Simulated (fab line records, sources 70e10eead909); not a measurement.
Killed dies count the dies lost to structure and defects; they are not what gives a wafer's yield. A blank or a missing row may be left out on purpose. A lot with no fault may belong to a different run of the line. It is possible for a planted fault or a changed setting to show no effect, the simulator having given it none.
fab line records	flow nand_harc
record lots=24	wafers=72	last_day=24
route steps=1159 shown P_M2@339 P_BONDPAD@372 A_ZERO_WELL@401 A_CHANNEL_HOLE_D1@476
lots that met no fault: from a run of the same line without faults
start_h: the number of hours between the record's first day and the start of the first shown wafer of the lot	wait_h: time in hours since the lot's previous step	" as in the row above	L1.1+2: a row that stands for several wafers	- either no value or no given start	* or withheld: withheld	< > ~ a bound
route shown NAME@n: a module of which the file shows steps, and the number in the route of the first	usual: mean and standard deviation over wafers with no fault	same: alike in all rows	chamber/n: place in a boat	sites: the reading at each site	_std_site: their standard deviation	_edge_site: the outer-site mean with the inner-site mean subtracted	radius_mm: for every site, how far away it sits from the centre of the wafer	mask NAME#n: copy n	behind: the tool/chamber that last shaped the wafer	hold: what put the lot on hold/how long, in hours/how the hold closed	device: the n, p or np transistor that did not switch	end of line: tests of these same wafers at the route's end	where a step has no rows: the recipe by itself	killed: dies that structure and defects cost at the first sort, which is not the same as the wafer's yield	map: dies across one wafer; x = killed, . = not, _ = none there
set.NAME: the setting as run; set.NAME@STEP: as run at that earlier step	model.NAME: the simulator's own value behind a step, which no gauge read
route steps across a sampled set of lots; one table per step, one row per wafer
services: when a tool's chamber went out of use (start_h, in hours from the record's first day, below 0 if earlier), for how many hours, and the reason
## steps
# step NHARC_P_M2_PRE_CLEAN_30
# recipe time_s=30	temp_c=280	gas=H2/He
# usual heater_power_w=407/52
# same time_s=30
lot.wafer	tool	chamber	start_h	wait_h	heater_power_w
L074.2	pvd_sputter-02	-	-	-	354
L074.4	"	-	"	"	427
L074.3	"	-	"	"	351
L076.1	pvd_sputter-03	-	-	-	431
L076.5	"	-	"	"	322
L076.6	"	-	"	"	422
L075.4	pvd_sputter-02	-	-	-	376
L075.3	"	-	"	"	355
L075.6	"	-	"	"	434
L077.1	pvd_sputter-01	-	-	-	408
L077.6	"	-	"	"	371
L077.5	"	-	"	"	462
L078.1	pvd_sputter-01	-	-	-	394
L078.2	"	-	"	"	469
L078.4	"	-	"	"	481
L079.2	pvd_sputter-01	-	-	-	383
L079.1	"	-	"	"	460
L079.6	"	-	"	"	480
L080.3	pvd_sputter-03	-	-	-	481
L080.1	"	-	"	"	438
L080.6	"	-	"	"	472
L081.2	pvd_sputter-02	-	-	-	448
L081.1	"	-	"	"	353
L081.6	"	-	"	"	433
L082.3	pvd_sputter-01	-	-	-	488
L082.2	"	-	"	"	476
L082.6	"	-	"	"	375
L084.2	pvd_sputter-01	-	-	-	389
L084.1	"	-	"	"	483
L084.5	"	-	"	"	478
L083.1	pvd_sputter-02	-	-	-	362
L083.3	"	-	"	"	355
L083.6	"	-	"	"	432
L085.4	pvd_sputter-02	-	-	-	371
L085.1	"	-	"	"	370
L085.6	"	-	"	"	446
L088.2	pvd_sputter-01	-	-	-	378
L088.3	"	-	"	"	398
L088.6	"	-	"	"	476
L086.1	pvd_sputter-03	-	-	-	316
L086.6	"	-	"	"	423
L086.5	"	-	"	"	473
L087.1	pvd_sputter-01	-	-	-	401
L087.4	"	-	"	"	490
L087.3	"	-	"	"	482
L089.1	pvd_sputter-03	-	-	-	315
L089.5	"	-	"	"	322
L089.6	"	-	"	"	429
L090.4	pvd_sputter-01	-	-	-	390
L090.6	"	-	"	"	379
L090.5	"	-	"	"	400
L091.4	pvd_sputter-02	-	-	-	357
L091.3	"	-	"	"	348
L091.1	"	-	"	"	441
L092.4	pvd_sputter-02	-	-	-	435
L092.5	"	-	"	"	342
L092.6	"	-	"	"	438
L093.3	pvd_sputter-02	-	-	-	444
L093.1	"	-	"	"	357
L093.4	"	-	"	"	353
L094.4	pvd_sputter-03	-	-	-	315
L094.6	"	-	"	"	471
L094.5	"	-	"	"	462
L095.2	pvd_sputter-02	-	-	-	343
L095.1	"	-	"	"	443
L095.4	"	-	"	"	368
L096.4	pvd_sputter-03	-	-	-	483
L096.3	"	-	"	"	431
L096.6	"	-	"	"	448
L097.4	pvd_sputter-02	-	-	-	351
L097.1	"	-	"	"	454
L097.2	"	-	"	"	356
# step NHARC_P_BONDPAD_ETCH_24
# recipe target_depth_a=300	over_etch_frac=0.3	time_s=72.99	ion_energy_ev=150	cf4_flow_sccm=50	n2_flow_sccm=100	ar_flow_sccm=150	rf_w=300	bias_w=100	chemistry=CF4/N2
# usual cf4_flow_sccm=50.00/0.17	drypump_motor_current_A=5.54/0.28	oes_product_au=1.000/0.011	rf_vpp_V=313.8/1.9	showerhead_plenum_p_Torr=2.60/0.1	throttle_valve_pct=19.794/0.0081
# same time_s=72.99
lot.wafer	tool	chamber	start_h	wait_h	cf4_flow_sccm	drypump_motor_current_A	oes_product_au	rf_hours_counter_h	rf_vpp_V	showerhead_plenum_p_Torr	throttle_valve_pct
L074.2	rie_diel-08	3	150.66	0.7	49.92	5.54	0.991	-	312.4	2.49	19.815
L074.3	"	3	"	"	49.88	5.58	1.002	-	311.6	2.49	19.805
L074.4	"	3	"	"	49.78	5.55	1.006	-	311.8	2.49	19.786
L076.1	rie_diel-02	0	-	-	50.17	5.64	0.997	17	316.9	2.72	19.796
L076.6	"	0	"	"	50.26	5.62	0.989	-	315.5	2.72	19.790
L076.5	"	1	"	"	49.75	4.96	0.988	-	313.8	2.61	19.794
L077.1	rie_diel-08	3	151.77	0.4	50.22	5.55	0.998	9	311.9	2.49	19.783
L077.6	"	3	"	"	50.00	5.57	1.013	-	310.6	2.49	19.808
L077.5	"	0	"	"	49.92	5.74	1.017	-	312.6	2.50	19.797
L075.3	rie_diel-07	1	-	-	49.88	5.61	0.990	34	314.3	2.62	19.781
L075.4	"	0	"	"	49.78	5.76	0.996	34	318.2	2.82	19.790
L075.6	"	2	"	"	50.23	5.97	0.990	-	314.7	2.66	19.801
L078.4	rie_diel-07	1	-	-	50.17	5.63	1.001	37	314.1	2.62	19.798
L078.2	"	2	"	"	49.96	5.97	1.004	37	315.4	2.66	19.791
L078.1	"	3	"	"	50.17	5.26	0.987	38	313.5	2.62	19.808
L079.2	rie_diel-02	3	-	-	49.73	5.56	0.997	0	311.1	2.45	19.790
L079.1	"	0	"	"	50.10	5.65	1.002	0	315.9	2.72	19.791
L079.6	"	3	"	"	49.88	5.57	1.000	-	312.2	2.45	19.786
L080.1	rie_diel-08	0	-	-	49.95	5.78	0.998	15	311.8	2.49	19.796
L080.3	"	2	"	"	50.18	5.99	0.999	4	312.6	2.53	19.790
L080.6	"	0	"	"	50.07	5.76	1.015	-	312.0	2.49	19.802
L081.1	rie_diel-07	3	-	-	49.93	5.25	0.985	43	315.0	2.61	19.802
L081.2	"	0	"	"	50.03	5.81	0.988	43	318.7	2.82	19.790
L081.6	"	0	"	"	50.08	5.79	0.998	-	317.9	2.82	19.793
L082.3	rie_diel-02	2	-	-	49.63	5.25	0.993	3	314.2	2.60	19.791
L082.2	"	0	"	"	49.98	5.63	0.990	3	313.8	2.72	19.800
L082.6	"	1	"	"	49.69	4.97	1.003	-	313.5	2.61	19.790
L084.2	rie_diel-08	2	-	-	49.97	6.01	0.996	11	312.1	2.53	19.794
L084.1	"	3	"	"	49.99	5.55	1.004	26	311.7	2.49	19.788
L084.5	"	3	"	"	50.02	5.55	1.013	-	312.7	2.49	19.792
L083.3	rie_diel-08	0	-	-	50.25	5.78	1.005	26	311.0	2.49	19.788
L083.1	"	1	"	"	50.03	5.52	1.003	20	314.9	2.61	19.798
L083.6	"	3	"	"	49.92	5.55	1.002	-	312.6	2.49	19.795
L085.4	rie_diel-02	0	-	-	49.95	5.61	0.983	4	314.6	2.72	19.805
L085.1	"	2	"	"	50.13	5.28	0.994	4	313.9	2.60	19.786
L085.6	"	0	"	"	49.86	5.62	0.977	-	314.2	2.72	19.791
L088.2	rie_diel-02	0	-	-	49.96	5.63	0.990	4	314.8	2.72	19.785
L088.3	"	2	"	"	49.89	5.28	0.985	5	312.3	2.60	19.796
L088.6	"	0	"	"	49.94	5.65	0.988	-	316.3	2.72	19.780
L086.1	rie_diel-08	2	-	-	49.98	5.96	0.988	17	313.0	2.53	19.796
L086.5	"	0	"	"	50.06	5.80	1.003	-	312.2	2.49	19.792
L086.6	"	1	"	"	49.99	5.51	1.001	-	312.6	2.60	19.786
L087.3	rie_diel-07	3	-	-	50.12	5.24	0.981	61	314.0	2.61	19.783
L087.4	"	0	"	"	50.10	5.84	1.002	64	317.0	2.81	19.795
L087.1	"	1	"	"	49.90	5.64	0.990	61	313.6	2.61	19.793
L089.1	rie_diel-02	0	226.23	0.2	49.99	5.64	0.984	7	316.2	2.72	19.781
L089.6	"	3	"	"	50.15	5.56	1.002	-	311.3	2.45	19.794
L089.5	"	1	"	"	49.94	4.95	1.021	-	313.9	2.61	19.794
L090.4	rie_diel-08	0	-	-	49.88	5.75	1.015	38	311.8	2.48	19.807
L090.5	"	0	"	"	49.97	5.72	1.011	-	310.6	2.48	19.798
L090.6	"	1	"	"	50.01	5.51	0.996	-	315.0	2.60	19.801
L091.1	rie_diel-02	2	-	-	49.82	5.27	0.996	7	312.9	2.59	19.793
L091.4	"	0	"	"	50.03	5.64	0.982	7	316.2	2.72	19.788
L091.3	"	1	"	"	50.02	4.96	0.999	7	313.8	2.61	19.796
L092.4	rie_diel-07	1	-	-	50.08	5.67	1.011	0	314.1	2.61	19.781
L092.5	"	0	"	"	49.89	5.76	1.010	-	318.4	2.81	19.791
L092.6	"	1	"	"	49.97	5.68	1.020	-	314.4	2.61	19.786
L093.3	rie_diel-07	0	-	-	50.09	5.80	1.000	2	317.5	2.81	19.789
L093.1	"	1	"	"	50.03	5.65	1.015	1	313.9	2.61	19.796
L093.4	"	2	"	"	50.39	5.92	1.007	1	314.5	2.65	19.792
L094.4	rie_diel-07	3	-	-	49.92	5.27	1.014	2	315.1	2.61	19.789
L094.6	"	0	"	"	50.25	5.81	1.013	-	315.8	2.81	19.804
L094.5	"	1	"	"	49.77	5.69	1.019	-	313.5	2.61	19.798
L095.2	rie_diel-02	0	-	-	50.12	5.63	0.981	10	317.3	2.72	19.797
L095.4	"	1	"	"	49.91	4.99	0.994	10	314.2	2.61	19.802
L095.1	"	2	"	"	50.05	5.30	0.981	8	313.7	2.59	19.788
L096.3	rie_diel-02	0	-	-	50.29	5.61	0.995	10	315.7	2.72	19.783
L096.4	"	2	"	"	49.84	5.25	0.989	9	313.4	2.59	19.811
L096.6	"	1	"	"	50.05	4.95	0.998	-	314.3	2.61	19.791
L097.4	rie_diel-02	0	-	-	50.06	5.63	0.984	11	316.2	2.72	19.775
L097.1	"	2	"	"	50.13	5.27	0.990	10	314.1	2.59	19.794
L097.2	"	3	"	"	50.10	5.55	1.017	11	311.1	2.45	19.796
# step NHARC_P_BONDPAD_PVD_27
# recipe target_thk_a=300	chamber_pressure_pa=5	power_w=5000	substrate_temp_c=30	time_s=20.49	material=Cu
# usual substrate_temp_c=29.99/0.11	throttle_valve_pct=30.3/0.72
# same time_s=20.49
lot.wafer	tool	chamber	start_h	wait_h	substrate_temp_c	throttle_valve_pct
L076.1	pvd_sputter-03	-	-	-	30.17	30.9
L076.5	"	-	"	"	29.91	28.9
L076.6	"	-	"	"	30.02	30.8
L074.4	pvd_sputter-01	-	-	-	30.13	30.0
L074.2	"	-	"	"	29.93	30.3
L074.3	"	-	"	"	29.98	31.1
L077.1	pvd_sputter-01	-	-	-	29.83	30.9
L077.5	"	-	"	"	30.04	30.5
L077.6	"	-	"	"	29.88	29.9
L075.4	pvd_sputter-03	-	-	-	29.90	30.8
L075.3	"	-	"	"	30.04	29.0
L075.6	"	-	"	"	29.82	30.7
L078.1	pvd_sputter-02	-	-	-	30.04	31.0
L078.2	"	-	"	"	29.90	29.3
L078.4	"	-	"	"	29.83	30.5
L079.1	pvd_sputter-03	-	-	-	30.22	30.8
L079.2	"	-	"	"	29.95	30.1
L079.6	"	-	"	"	29.79	28.9
L080.3	pvd_sputter-02	-	-	-	30.24	30.8
L080.1	"	-	"	"	30.04	30.5
L080.6	"	-	"	"	29.88	29.7
L081.2	pvd_sputter-01	-	-	-	30.02	31.0
L081.1	"	-	"	"	29.85	30.8
L081.6	"	-	"	"	30.07	30.6
L082.3	pvd_sputter-03	-	-	-	29.94	28.9
L082.2	"	-	"	"	29.99	30.1
L082.6	"	-	"	"	30.09	30.7
L084.1	pvd_sputter-03	-	-	-	29.97	30.5
L084.2	"	-	"	"	29.79	30.0
L084.5	"	-	"	"	29.88	29.0
L083.3	pvd_sputter-01	-	-	-	30.05	30.7
L083.1	"	-	"	"	29.99	30.7
L083.6	"	-	"	"	29.98	30.9
L085.1	pvd_sputter-01	-	-	-	30.03	30.7
L085.4	"	-	"	"	29.93	31.1
L085.6	"	-	"	"	29.97	30.9
L088.2	pvd_sputter-01	-	-	-	30.09	30.8
L088.3	"	-	"	"	30.05	30.9
L088.6	"	-	"	"	30.06	31.0
L086.1	pvd_sputter-02	-	-	-	29.95	29.5
L086.6	"	-	"	"	30.02	31.0
L086.5	"	-	"	"	29.99	29.6
L087.1	pvd_sputter-03	-	-	-	29.93	30.7
L087.4	"	-	"	"	30.17	30.8
L087.3	"	-	"	"	29.94	30.2
L089.1	pvd_sputter-03	-	-	-	29.94	30.5
L089.5	"	-	"	"	29.88	30.8
L089.6	"	-	"	"	29.76	28.7
L090.4	pvd_sputter-02	-	-	-	30.08	30.6
L090.6	"	-	"	"	29.89	28.5
L090.5	"	-	"	"	29.99	30.3
L091.4	pvd_sputter-01	-	-	-	30.05	31.0
L091.1	"	-	"	"	30.10	31.0
L091.3	"	-	"	"	29.82	31.1
L092.4	pvd_sputter-02	-	-	-	30.01	28.8
L092.6	"	-	"	"	30.01	29.1
L092.5	"	-	"	"	29.95	30.6
L093.1	pvd_sputter-01	-	-	-	29.98	30.4
L093.3	"	-	"	"	30.07	31.1
L093.4	"	-	"	"	30.08	30.8
L094.4	pvd_sputter-02	-	-	-	29.87	28.8
L094.6	"	-	"	"	29.98	30.3
L094.5	"	-	"	"	30.12	30.3
L095.2	pvd_sputter-01	-	-	-	29.94	30.6
L095.1	"	-	"	"	30.12	30.9
L095.4	"	-	"	"	29.94	30.8
L096.3	pvd_sputter-01	-	-	-	29.88	30.8
L096.4	"	-	"	"	30.06	31.1
L096.6	"	-	"	"	29.85	30.8
L097.4	pvd_sputter-03	-	-	-	29.92	30.8
L097.1	"	-	"	"	30.03	29.1
L097.2	"	-	"	"	30.01	30.8
# step NHARC_A_ZERO_WELL_CD_MEAS_10
# recipe target_cd_nm=2000	landing_energy_ev=500
# usual cd_nm=1999.9/1.6
lot.wafer	tool	chamber	start_h	wait_h	cd_nm
L076.1	cd_sem-01	0	154.15	-	1999.9
L076.5	"	0	"	"	1996.4
L076.6	"	0	"	"	1999.8
L074.2	cd_sem-03	0	154.91	-	2001.2
L074.3	"	0	"	"	2000.2
L074.4	"	0	"	"	1998.4
L077.1	cd_sem-03	0	155.39	-	1995.9
L077.5	"	0	"	"	2000.0
L077.6	"	0	"	"	1996.6
L075.3	cd_sem-02	0	156.12	-	2000.1
L075.4	"	0	"	"	2000.5
L075.6	"	0	"	"	2000.5
L078.1	cd_sem-01	0	160.85	-	1997.6
L078.2	"	0	"	"	1998.8
L078.4	"	0	"	"	1999.0
L079.1	cd_sem-01	0	164.73	-	2000.9
L079.2	"	0	"	"	1999.9
L079.6	"	0	"	"	1995.9
L080.1	cd_sem-03	0	170.22	-	1998.8
L080.3	"	0	"	"	1999.0
L080.6	"	0	"	"	1997.1
L081.1	cd_sem-03	0	171.20	-	2001.0
L081.2	"	0	"	"	2001.2
L081.6	"	0	"	"	2000.9
L082.2	cd_sem-03	0	190.32	-	1997.1
L082.3	"	0	"	"	1998.9
L082.6	"	0	"	"	1998.7
L084.1	cd_sem-02	0	195.22	-	2000.9
L084.2	"	0	"	"	2000.0
L084.5	"	0	"	"	2001.9
L083.1	cd_sem-01	0	203.03	-	1999.9
L083.3	"	0	"	"	1997.4
L083.6	"	0	"	"	1998.9
L085.1	cd_sem-01	0	211.17	-	2002.7
L085.4	"	0	"	"	2001.7
L085.6	"	0	"	"	2000.6
L088.2	cd_sem-01	0	212.90	-	2001.3
L088.3	"	0	"	"	2002.9
L088.6	"	0	"	"	2000.7
L086.1	cd_sem-01	0	213.17	-	2001.9
L086.5	"	0	"	"	2001.8
L086.6	"	0	"	"	2001.2
L087.1	cd_sem-03	0	224.60	-	2002.8
L087.3	"	0	"	"	2000.5
L087.4	"	0	"	"	2001.5
L089.1	cd_sem-01	0	229.58	-	2001.9
L089.5	"	0	"	"	2002.7
L089.6	"	0	"	"	2001.3
L090.4	cd_sem-01	0	231.69	-	1999.8
L090.5	"	0	"	"	1998.7
L090.6	"	0	"	"	1998.9
L091.1	cd_sem-02	0	241.97	-	2000.2
L091.3	"	0	"	"	2000.9
L091.4	"	0	"	"	1999.3
L092.4	cd_sem-03	0	242.68	-	1999.8
L092.5	"	0	"	"	2001.0
L092.6	"	0	"	"	2000.3
L093.1	cd_sem-03	0	249.73	-	1999.1
L093.3	"	0	"	"	2003.8
L093.4	"	0	"	"	2000.0
L094.4	cd_sem-02	0	250.25	-	1998.9
L094.5	"	0	"	"	1999.6
L094.6	"	0	"	"	2000.8
L095.1	cd_sem-03	0	267.91	-	2002.2
L095.2	"	0	"	"	2002.2
L095.4	"	0	"	"	2001.4
L096.3	cd_sem-02	0	268.66	-	1998.6
L096.4	"	0	"	"	2000.7
L096.6	"	0	"	"	1996.3
L097.1	cd_sem-01	0	275.48	-	1997.9
L097.2	"	0	"	"	1997.9
L097.4	"	0	"	"	1999.9
# step NHARC_A_CHANNEL_HOLE_D1_ETCH_24
# recipe bias_v=5000	source_w=withheld	pressure_mtorr=20	time_s=906.2	ar_flow_sccm=375	c4f8_flow_sccm=93.8	o2_flow_sccm=31.2	temp_c=-20	target_depth_a=15000	chemistry=C4F8/O2/Ar
# usual drypump_motor_current_A=5.62/0.28	esc_clamp_current_uA=0.02066/0.00019	showerhead_plenum_p_Torr=3.66/0.12	throttle_valve_pct=32.236/0.0088
# same time_s=906.2
lot.wafer	tool	chamber	start_h	wait_h	drypump_motor_current_A	esc_clamp_current_uA	rf_hours_counter_h	showerhead_plenum_p_Torr	throttle_valve_pct
L076.1	har_etch-01	1	195.98	0.6	6.07	0.02054	195	3.61	32.236
L076.6	"	1	"	"	6.04	0.02046	-	3.61	32.220
L076.5	"	0	"	"	5.21	0.02045	-	3.82	32.243
L074.2	har_etch-02	1	197.81	0.6	5.59	0.0207	110	3.77	32.235
L074.4	"	0	"	"	5.56	0.02089	-	3.52	32.253
L074.3	"	1	"	"	5.61	0.02072	-	3.77	32.242
L075.3	har_etch-01	1	200.40	0.6	6.05	0.0205	-	3.61	32.248
L075.4	"	0	"	"	5.21	0.02043	-	3.82	32.253
L075.6	"	1	"	"	6.03	0.0204	-	3.61	32.231
L077.1	har_etch-02	1	201.86	0.6	5.61	0.02076	114	3.76	32.253
L077.5	"	1	"	"	5.60	0.02067	-	3.76	32.231
L077.6	"	0	"	"	5.58	0.02091	-	3.52	32.237
L078.1	har_etch-01	0	204.31	0.6	5.25	0.02053	203	3.81	32.212
L078.2	"	1	"	"	6.09	0.02048	203	3.61	32.236
L078.4	"	0	"	"	5.26	0.02041	-	3.81	32.240
L079.1	har_etch-02	0	206.08	0.6	5.61	0.02091	118	3.52	32.239
L079.2	"	1	"	"	5.61	0.02078	118	3.76	32.222
L079.6	"	0	"	"	5.59	0.02084	-	3.52	32.230
L081.1	har_etch-01	0	211.63	0.6	5.21	0.02047	207	3.81	32.239
L081.2	"	1	"	"	6.06	0.02041	207	3.61	32.227
L081.6	"	1	"	"	6.07	0.02048	-	3.61	32.227
L080.1	har_etch-02	0	212.47	0.6	5.61	0.02087	121	3.52	32.235
L080.3	"	0	"	"	5.58	0.0209	-	3.52	32.227
L080.6	"	1	"	"	5.60	0.0207	-	3.76	32.240
L082.2	har_etch-02	1	242.65	0.6	5.62	0.02075	130	3.76	32.237
L082.3	"	0	"	"	5.57	0.02086	-	3.51	32.240
L082.6	"	1	"	"	5.61	0.0207	-	3.76	32.228
L084.2	har_etch-01	0	243.28	0.6	5.25	0.02049	216	3.81	32.216
L084.1	"	1	"	"	6.04	0.02045	216	3.60	32.228
L084.5	"	1	"	"	6.07	0.02041	-	3.60	32.233
L083.1	har_etch-02	1	246.95	0.6	5.62	0.0207	134	3.75	32.234
L083.3	"	1	"	"	5.60	0.02073	-	3.75	32.226
L083.6	"	0	"	"	5.58	0.02088	-	3.51	32.239
L086.1	har_etch-01	0	252.45	0.6	5.25	0.02049	222	3.80	32.242
L086.5	"	1	"	"	6.06	0.02047	-	3.60	32.247
L086.6	"	0	"	"	5.26	0.02051	-	3.80	32.227
L088.2	har_etch-02	1	252.69	0.6	5.58	0.02078	139	3.75	32.246
L088.3	"	0	"	"	5.60	0.02082	-	3.51	32.240
L088.6	"	1	"	"	5.60	0.02076	-	3.75	32.238
L085.1	har_etch-01	1	256.61	0.6	6.05	0.02046	226	3.60	32.244
L085.4	"	1	"	"	6.08	0.02049	-	3.60	32.222
L085.6	"	1	"	"	6.04	0.0204	-	3.60	32.237
L087.1	har_etch-02	0	269.95	0.6	5.59	0.02089	145	3.50	32.240
L087.4	"	1	"	"	5.60	0.02078	-	3.75	32.242
L087.3	"	0	"	"	5.57	0.0209	-	3.50	32.229
L089.1	har_etch-01	1	270.23	0.6	6.06	0.02048	231	3.59	32.236
L089.6	"	0	"	"	5.22	0.02046	-	3.80	32.221
L089.5	"	1	"	"	6.07	0.02053	-	3.59	32.236
L090.4	har_etch-01	1	280.32	0.6	6.05	0.02046	-	3.59	32.231
L090.5	"	0	"	"	5.24	0.02054	-	3.80	32.244
L090.6	"	1	"	"	6.07	0.02047	-	3.59	32.238
L091.1	har_etch-02	1	289.30	0.6	5.61	0.0207	152	3.74	32.242
L091.3	"	0	"	"	5.58	0.02091	-	3.50	32.237
L091.4	"	1	"	"	5.60	0.02077	-	3.74	32.237
L092.4	har_etch-01	0	290.31	0.6	5.24	0.02055	-	3.79	32.233
L092.5	"	0	"	"	5.28	0.02046	-	3.79	32.221
L092.6	"	1	"	"	6.05	0.02056	-	3.59	32.214
L093.1	har_etch-02	0	296.12	0.6	5.61	0.02097	157	3.50	32.229
L093.4	"	0	"	"	5.61	0.02095	-	3.50	32.238
L093.3	"	1	"	"	5.60	0.02085	-	3.74	32.241
L094.4	har_etch-01	0	296.94	0.6	5.24	0.02044	-	3.79	32.241
L094.5	"	1	"	"	6.07	0.02049	-	3.59	32.235
L094.6	"	0	"	"	5.24	0.02046	-	3.79	32.247
L095.2	har_etch-02	1	310.67	0.6	5.61	0.02075	164	3.74	32.231
L095.1	"	0	"	"	5.60	0.02086	164	3.49	32.244
L095.4	"	1	"	"	5.60	0.02078	-	3.74	32.223
L096.4	har_etch-02	1	315.08	0.6	5.59	0.02081	-	3.73	32.233
L096.3	"	0	"	"	5.61	0.02095	-	3.49	32.242
L096.6	"	0	"	"	5.60	0.02083	-	3.49	32.250
L097.2	har_etch-02	0	318.99	0.6	5.57	0.02099	172	3.49	32.245
L097.1	"	1	"	"	5.61	0.02079	172	3.73	32.245
L097.4	"	1	"	"	5.60	0.02076	-	3.73	32.243
# step NHARC_A_CHANNEL_HOLE_D1_ETCH_33
# recipe bias_v=400	source_w=2000	pressure_mtorr=25	time_s=90	ar_flow_sccm=375	c4f8_flow_sccm=41.7	o2_flow_sccm=83.3	temp_c=-20	target_depth_a=4000	chemistry=C4F8/O2/Ar
# usual drypump_motor_current_A=5.62/0.27	esc_clamp_current_uA=0.02066/0.00019	showerhead_plenum_p_Torr=3.70/0.12	throttle_valve_pct=27.619/0.0086
# same time_s=90
lot.wafer	tool	chamber	start_h	wait_h	drypump_motor_current_A	esc_clamp_current_uA	rf_hours_counter_h	showerhead_plenum_p_Torr	throttle_valve_pct
L076.1	har_etch-01	1	197.83	0.2	6.04	0.02046	197	3.65	27.620
L076.6	"	1	"	"	6.06	0.02043	-	3.65	27.610
L076.5	"	0	"	"	5.26	0.02044	-	3.87	27.629
L074.2	har_etch-02	1	199.58	0.2	5.62	0.02072	111	3.81	27.625
L074.4	"	0	"	"	5.58	0.02091	-	3.56	27.614
L074.3	"	1	"	"	5.58	0.02074	-	3.81	27.624
L075.3	har_etch-01	1	202.05	0.2	6.07	0.02047	-	3.65	27.628
L075.4	"	0	"	"	5.22	0.02039	-	3.86	27.607
L075.6	"	1	"	"	6.08	0.0205	-	3.65	27.634
L077.1	har_etch-02	1	203.71	0.2	5.62	0.02078	115	3.81	27.621
L077.5	"	1	"	"	5.60	0.02074	-	3.81	27.630
L077.6	"	0	"	"	5.59	0.02084	-	3.56	27.611
L078.1	har_etch-01	0	206.17	0.2	5.28	0.02041	204	3.86	27.614
L078.2	"	1	"	"	6.05	0.02043	204	3.65	27.596
L078.4	"	0	"	"	5.28	0.02047	-	3.86	27.630
L079.1	har_etch-02	0	207.91	0.2	5.57	0.02086	119	3.56	27.612
L079.2	"	1	"	"	5.61	0.02074	119	3.81	27.614
L079.6	"	0	"	"	5.59	0.02092	-	3.56	27.619
L081.1	har_etch-01	0	213.46	0.2	5.25	0.02054	208	3.86	27.620
L081.2	"	1	"	"	6.07	0.02045	208	3.65	27.614
L081.6	"	1	"	"	6.07	0.02043	-	3.65	27.632
L080.1	har_etch-02	0	214.33	0.2	5.60	0.02082	123	3.55	27.610
L080.3	"	0	"	"	5.59	0.02088	-	3.55	27.630
L080.6	"	1	"	"	5.59	0.02074	-	3.81	27.606
L082.2	har_etch-02	1	244.51	0.2	5.59	0.02079	132	3.80	27.608
L082.3	"	0	"	"	5.57	0.02094	-	3.55	27.633
L082.6	"	1	"	"	5.59	0.02074	-	3.80	27.617
L084.2	har_etch-01	0	245.11	0.2	5.25	0.02046	218	3.85	27.622
L084.1	"	1	"	"	6.05	0.02043	218	3.64	27.616
L084.5	"	1	"	"	6.04	0.02047	-	3.64	27.625
L083.1	har_etch-02	1	248.71	0.2	5.60	0.02072	135	3.80	27.612
L083.3	"	1	"	"	5.58	0.02076	-	3.80	27.616
L083.6	"	0	"	"	5.60	0.02087	-	3.55	27.607
L086.1	har_etch-01	0	254.19	0.2	5.25	0.02041	224	3.85	27.626
L086.5	"	1	"	"	6.06	0.02049	-	3.64	27.628
L086.6	"	0	"	"	5.24	0.02052	-	3.85	27.624
L088.2	har_etch-02	1	254.53	0.2	5.60	0.02079	141	3.80	27.599
L088.3	"	0	"	"	5.59	0.02097	-	3.54	27.622
L088.6	"	1	"	"	5.63	0.02074	-	3.80	27.610
L085.1	har_etch-01	1	258.35	0.2	6.06	0.0205	227	3.64	27.615
L085.4	"	1	"	"	6.08	0.02053	-	3.64	27.625
L085.6	"	1	"	"	6.06	0.02045	-	3.64	27.620
L087.1	har_etch-02	0	271.69	0.2	5.60	0.02089	146	3.54	27.620
L087.4	"	1	"	"	5.61	0.02072	-	3.79	27.622
L087.3	"	0	"	"	5.60	0.02082	-	3.54	27.618
L089.1	har_etch-01	1	272.00	0.2	6.03	0.02043	233	3.63	27.623
L089.6	"	0	"	"	5.25	0.0205	-	3.84	27.633
L089.5	"	1	"	"	6.05	0.02054	-	3.63	27.625
L090.4	har_etch-01	1	281.87	0.2	6.05	0.02052	-	3.63	27.616
L090.5	"	0	"	"	5.29	0.0205	-	3.84	27.623
L090.6	"	1	"	"	6.03	0.02045	-	3.63	27.617
L091.1	har_etch-02	1	291.04	0.2	5.61	0.0208	153	3.79	27.622
L091.3	"	0	"	"	5.58	0.02096	-	3.54	27.636
L091.4	"	1	"	"	5.59	0.02072	-	3.79	27.615
L092.4	har_etch-01	0	291.98	0.2	5.25	0.02051	-	3.84	27.610
L092.5	"	0	"	"	5.25	0.02054	-	3.84	27.617
L092.6	"	1	"	"	6.03	0.02045	-	3.63	27.609
L093.1	har_etch-02	0	297.96	0.2	5.56	0.02087	159	3.53	27.620
L093.4	"	0	"	"	5.58	0.0209	-	3.53	27.616
L093.3	"	1	"	"	5.61	0.02076	-	3.79	27.630
L094.4	har_etch-01	0	298.50	0.2	5.25	0.02053	-	3.84	27.631
L094.5	"	1	"	"	6.07	0.02055	-	3.63	27.609
L094.6	"	0	"	"	5.27	0.02048	-	3.84	27.636
L095.2	har_etch-02	1	312.52	0.2	5.63	0.02079	166	3.78	27.629
L095.1	"	0	"	"	5.58	0.02088	166	3.53	27.605
L095.4	"	1	"	"	5.62	0.02075	-	3.78	27.626
L096.4	har_etch-02	1	316.75	0.2	5.56	0.0208	-	3.78	27.624
L096.3	"	0	"	"	5.59	0.02086	-	3.53	27.635
L096.6	"	0	"	"	5.58	0.02093	-	3.53	27.619
L097.2	har_etch-02	0	320.83	0.2	5.61	0.02099	173	3.53	27.610
L097.1	"	1	"	"	5.61	0.02075	173	3.78	27.630
L097.4	"	1	"	"	5.58	0.02085	-	3.78	27.620
## services
tool	chamber	start_h	hours	kind
rie_diel-08	-	125.88	9.0	pm
rie_diel-02	0	129.92	-	clean
rie_diel-02	1	129.92	-	clean
rie_diel-02	2	129.92	-	clean
rie_diel-02	3	129.92	-	clean
rie_diel-08	0	146.72	4.7	repair
rie_diel-02	-	150.73	9.0	pm
pvd_sputter-01	-	158.03	10.0	pm
pvd_sputter-01	-	173.50	0.9	repair
rie_diel-07	3	178.24	7.3	repair
pvd_sputter-01	-	191.58	1.5	repair
pvd_sputter-02	-	214.02	10.0	pm
rie_diel-02	2	221.94	4.6	repair
rie_diel-07	-	228.51	9.0	pm
rie_diel-08	-	236.07	1.2	repair
rie_diel-02	2	250.08	5.1	repair
rie_diel-08	3	254.08	6.2	repair
pvd_sputter-01	-	257.38	5.2	repair
pvd_sputter-03	-	280.00	10.0	pm
rie_diel-08	-	302.88	9.0	pm
har_etch-01	-	306.02	17.0	pm
har_etch-01	0	306.02	17.0	vent_cycle
har_etch-01	1	306.02	17.0	vent_cycle
pvd_sputter-01	-	309.42	52.7	repair
## key
fault none
